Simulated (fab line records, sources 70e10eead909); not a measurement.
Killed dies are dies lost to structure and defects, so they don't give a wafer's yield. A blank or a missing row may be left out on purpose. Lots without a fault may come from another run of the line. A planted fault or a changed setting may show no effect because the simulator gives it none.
Which tool did it? | flow nand_harc | 12 lots, 36 wafers sampled, at 5 steps of a route of 1302

WHAT THE GAUGES READ, wafer by wafer
NHARC_P_M1_CD_MEAS_16. Usual: cd_nm 130.0 nm, standard deviation 0.86.
lot  | measured     | on        | cd_nm (nm)        | flag
L657 | day 6 18:28  | cd_sem-01 | 130.6 130.8 129.9 |
L658 | day 7 06:19  | cd_sem-03 | 129.3 128.8 129.1 |
L661 | day 8 08:16  | cd_sem-01 | 131.5 129.1 128.7 |
L660 | day 8 08:35  | cd_sem-02 | 129.0 130.5 129.9 |
L664 | day 9 14:26  | cd_sem-03 | 131.1 129.7 130.5 |
L665 | day 10 01:05 | cd_sem-03 | 129.2 131.5 129.8 |
L666 | day 10 18:18 | cd_sem-02 | 130.8 130.8 130.2 |
L668 | day 11 03:35 | cd_sem-01 | 130.3 130.2 130.6 |
L669 | day 11 10:53 | cd_sem-01 | 129.3 130.3 130.2 |
L677 | day 15 03:19 | cd_sem-03 | 130.7 131.2 130.1 |
L678 | day 15 12:17 | cd_sem-01 | 130.8 130.4 131.6 |
L679 | day 15 20:13 | cd_sem-02 | 130.9 131.5 132.2 |

NHARC_END_SORT_01. Usual: defect_limited_yield 91.6 %, standard deviation 2.8; killed_at_array 53, standard deviation 19; killed_at_other 0.8, standard deviation 1.2; killed_at_periphery 3.7, standard deviation 2.3; killed_dies 57, standard deviation 19; killed_open 3.2, standard deviation 1.7; killed_short 2.6, standard deviation 1.8; sort_bin_2_pct 3.0 %, standard deviation 1.2; sort_bin_3_pct 0.7 %, standard deviation 0.4; sort_bin_4_pct 4.8 %, standard deviation 1.5; sort_n_pass 620, standard deviation 19; sort_rim_yield_pct 90 %, standard deviation 4.8; sort_yield_pct 91.6 %, standard deviation 2.8.
lot  | measured     | on        | defect_limited_yield (%) | killed_at_array | killed_at_other | killed_at_periphery | killed_dies | killed_open | killed_short | sort_bin_2_pct (%) | sort_bin_3_pct (%) | sort_bin_4_pct (%) | sort_n_pass | sort_rim_yield_pct (%) | sort_yield_pct (%) | flag
L657 | day 25 04:31 | prober-02 | 91.1 90.7 90.4           | 56 57 57        | 1 0 0           | 3 6 8               | 60 63 65    | 3 2 6       | 4 3 2        | 2.7 3.0 4.4        | 0.9 1.6 0.1        | 5.3 4.7 5.0        | 617 614 612 | 88 89 87               | 91.1 90.7 90.4     |
L658 | day 25 13:01 | prober-01 | 92.9 92.8 93.5           | 45 47 44        | 0 0 0           | 3 2 0               | 48 49 44    | 2 3 1       | 5 2 1        | 2.2 2.2 1.5        | 0.4 0.4 0.7        | 4.4 4.6 4.3        | 629 628 633 | 88 93 92               | 92.9 92.8 93.5     |
L661 | day 27 08:58 | prober-02 | 95.1 95.1 96.0           | 31 31 25        | 0 0 1           | 2 2 1               | 33 33 27    | 4 4 4       | 5 1 5        | 1.0 1.8 1.9        | 0.1 0.6 0          | 3.7 2.5 2.1        | 644 644 650 | 95 95 95               | 95.1 95.1 96.0     |
L660 | day 27 00:16 | prober-01 | 87.3 85.5 87.7           | 85 95 82        | 0 0 0           | 1 3 1               | 86 98 83    | 3 3 0       | 0 3 0        | 5.6 5.9 5.8        | 0.9 1.2 0.9        | 6.2 7.4 5.6        | 591 579 594 | 82 86 78               | 87.3 85.5 87.7     |
L664 | day 27 16:50 | prober-01 | 90.5 87.9 90.0           | 60 77 62        | 0 0 3           | 4 5 3               | 64 82 68    | 1 5 2       | 2 3 0        | 3.4 4.0 4.1        | 0.7 0.6 1.2        | 5.3 7.5 4.7        | 613 595 609 | 84 83 82               | 90.5 87.9 90.0     |
L665 | day 28 15:47 | prober-01 | 91.9 93.1 92.6           | 53 44 43        | 0 1 2           | 2 2 5               | 55 47 50    | 4 4 6       | 1 1 2        | 2.4 2.8 2.7        | 0.7 0.3 1.2        | 5.0 3.8 3.5        | 622 630 627 | 93 92 84               | 91.9 93.1 92.6     |
L668 | day 28 14:14 | prober-02 | 89.7 88.6 91.3           | 66 74 54        | 1 2 2           | 3 1 3               | 70 77 59    | 3 3 3       | 6 3 3        | 3.8 3.5 3.7        | 0.3 0.9 0.9        | 6.2 6.9 4.1        | 607 600 618 | 90 80 78               | 89.7 88.6 91.3     |
L669 | day 30 04:52 | prober-01 | 91.7 93.6 91.7           | 48 40 53        | 2 1 0           | 6 2 3               | 56 43 56    | 4 2 4       | 2 3 3        | 2.7 2.4 2.2        | 0.1 0.4 0.6        | 5.5 3.5 5.5        | 621 634 621 | 90 90 89               | 91.7 93.6 91.7     |

WHICH TOOL RAN EACH LOT (tool, then ch and the chambers of the sampled wafers, then the start)
lot  | NHARC_P_M1_ANNEAL_31             | NHARC_P_M1_PRE_CLEAN_32         | NHARC_P_M2_SOFTBAKE_04
L657 | rtp_anneal-02 ch 0, day 6 19:59  | pecvd-03 ch 0,2, day 6 21:30    | litho_track-04 ch 0, day 6 22:00
L658 | rtp_anneal-02 ch 0, day 7 07:54  | pecvd-01 ch 0,2, day 7 08:43    | litho_track-06 ch 0, day 7 09:00
L661 | rtp_anneal-01 ch 0, day 8 09:50  | pecvd-03 ch 0,1,2, day 8 10:44  | litho_track-01 ch 0, day 8 11:00
L660 | rtp_anneal-02 ch 0, day 8 10:07  | pecvd-01 ch 0,1,2, day 8 10:58  | litho_track-04 ch 0, day 8 11:00
L664 | rtp_anneal-02 ch 0, day 9 15:59  | pecvd-03 ch 1,2, day 9 16:52    | litho_track-06 ch 0, day 9 17:00
L665 | rtp_anneal-01 ch 0, day 10 02:43 | pecvd-04 ch 1,2, day 10 03:31   | litho_track-06 ch 0, day 10 04:00
L666 | rtp_anneal-01 ch 0, day 10 19:48 | pecvd-03 ch 0,1, day 10 20:40   | litho_track-04 ch 0, day 10 21:00
L668 | rtp_anneal-01 ch 0, day 11 05:02 | pecvd-01 ch 0,1, day 11 05:56   | litho_track-06 ch 0, day 11 06:00
L669 | rtp_anneal-02 ch 0, day 11 12:29 | pecvd-04 ch 0,1,2, day 11 13:15 | litho_track-04 ch 0, day 11 14:00
L677 | rtp_anneal-02 ch 0, day 15 04:46 | pecvd-03 ch 1,2, day 15 05:39   | litho_track-04 ch 0, day 15 06:00
L678 | rtp_anneal-01 ch 0, day 15 13:52 | pecvd-04 ch 1,2, day 15 14:38   | litho_track-06 ch 0, day 15 15:00
L679 | rtp_anneal-02 ch 0, day 15 21:53 | pecvd-03 ch 0,1,2, day 15 22:47 | litho_track-04 ch 0, day 15 23:00
- NHARC_P_M1_ANNEAL_31: time 90 s.
- NHARC_P_M1_PRE_CLEAN_32: time 12 s.
- NHARC_P_M2_SOFTBAKE_04: time 55 s.

WHAT THE TOOLS THEMSELVES READ (means of the sampled wafers that have a number; where no wafer has one, the mark that the record gives instead)
NHARC_P_M1_ANNEAL_31. Usual: wafer_temp_C_max 226.7, standard deviation 0.3.
lot  | tool          | wafer_temp_C_max | flag
L657 | rtp_anneal-02 | 226.7            |
L658 | rtp_anneal-02 | 226.6            |
L661 | rtp_anneal-01 | 227.0            |
L660 | rtp_anneal-02 | 226.6            |
L664 | rtp_anneal-02 | 226.4            |
L665 | rtp_anneal-01 | 226.9            |
L666 | rtp_anneal-01 | 226.8            |
L668 | rtp_anneal-01 | 227.1            |
L669 | rtp_anneal-02 | 226.6            |
L677 | rtp_anneal-02 | 226.8            |
L678 | rtp_anneal-01 | 227.0            |
L679 | rtp_anneal-02 | 226.5            |

NHARC_P_M1_PRE_CLEAN_32. Usual: heater_power_w 642 W, standard deviation 76.
lot  | tool     | heater_power_w (W) | flag
L657 | pecvd-03 | 676                |
L658 | pecvd-01 | 614                |
L661 | pecvd-03 | 633                |
L660 | pecvd-01 | 642                |
L664 | pecvd-03 | 549                |
L665 | pecvd-04 | 606                |
L666 | pecvd-03 | 681                |
L668 | pecvd-01 | 633                |
L669 | pecvd-04 | 671                |
L677 | pecvd-03 | 529                |
L678 | pecvd-04 | 668                |
L679 | pecvd-03 | 572                |

NHARC_P_M2_SOFTBAKE_04. Usual: exhaust_pa 44.8 Pa, standard deviation 0.98; heater_power_total_W 188.45 W, standard deviation 0.14; resist_line_temp_C 23.00 C, standard deviation 0.11.
lot  | tool           | exhaust_pa (Pa) | heater_power_total_W (W) | resist_line_temp_C (C) | flag
L657 | litho_track-04 | 44.4            | 188.46                   | 22.97                  |
L658 | litho_track-06 | 46.1            | 188.43                   | 23.11                  |
L661 | litho_track-01 | 44.8            | 188.57                   | 22.92                  |
L660 | litho_track-04 | 44.8            | 188.45                   | 23.10                  |
L664 | litho_track-06 | 45.7            | 188.51                   | 23.08                  |
L665 | litho_track-06 | 43.8            | 188.41                   | 22.93                  |
L666 | litho_track-04 | 43.2            | 188.64                   | 23.10                  |
L668 | litho_track-06 | 45.5            | 188.43                   | 23.08                  |
L669 | litho_track-04 | 43.6            | 188.48                   | 23.02                  |
L677 | litho_track-04 | 44.8            | 188.49                   | 22.92                  |
L678 | litho_track-06 | 44.0            | 196.32                   | 23.07                  | OFF
L679 | litho_track-04 | 44.4            | 188.64                   | 22.97                  |

THE ANSWER, worked out from the rows above alone
Rule: a lot is off if the mean of its wafers that have a number lies more than 3 standard deviations from the usual mean. A lot without any number at a reading at which 4 lots or more have one is off too. The other lots that the step has rows for count as sound. The gauges are gone through in route order, then the tools' own readings, and for those a lot's mean is taken as printed above. The first step at which some lot is off is used, and at that step the reading that is off furthest; a lot without a number counts as furthest.
Off: L678, at NHARC_P_M2_SOFTBAKE_04 (heater_power_total_W).
A tool fits if, at that step or a process step before it, it ran every lot that is off, and no sound lot after the first of them. Can't be told from this: 3 tools fit, rtp_anneal-01 at NHARC_P_M1_ANNEAL_31, pecvd-04 at NHARC_P_M1_PRE_CLEAN_32, litho_track-06 at NHARC_P_M2_SOFTBAKE_04.

WHAT THE SIMULATOR HAD PUT IN
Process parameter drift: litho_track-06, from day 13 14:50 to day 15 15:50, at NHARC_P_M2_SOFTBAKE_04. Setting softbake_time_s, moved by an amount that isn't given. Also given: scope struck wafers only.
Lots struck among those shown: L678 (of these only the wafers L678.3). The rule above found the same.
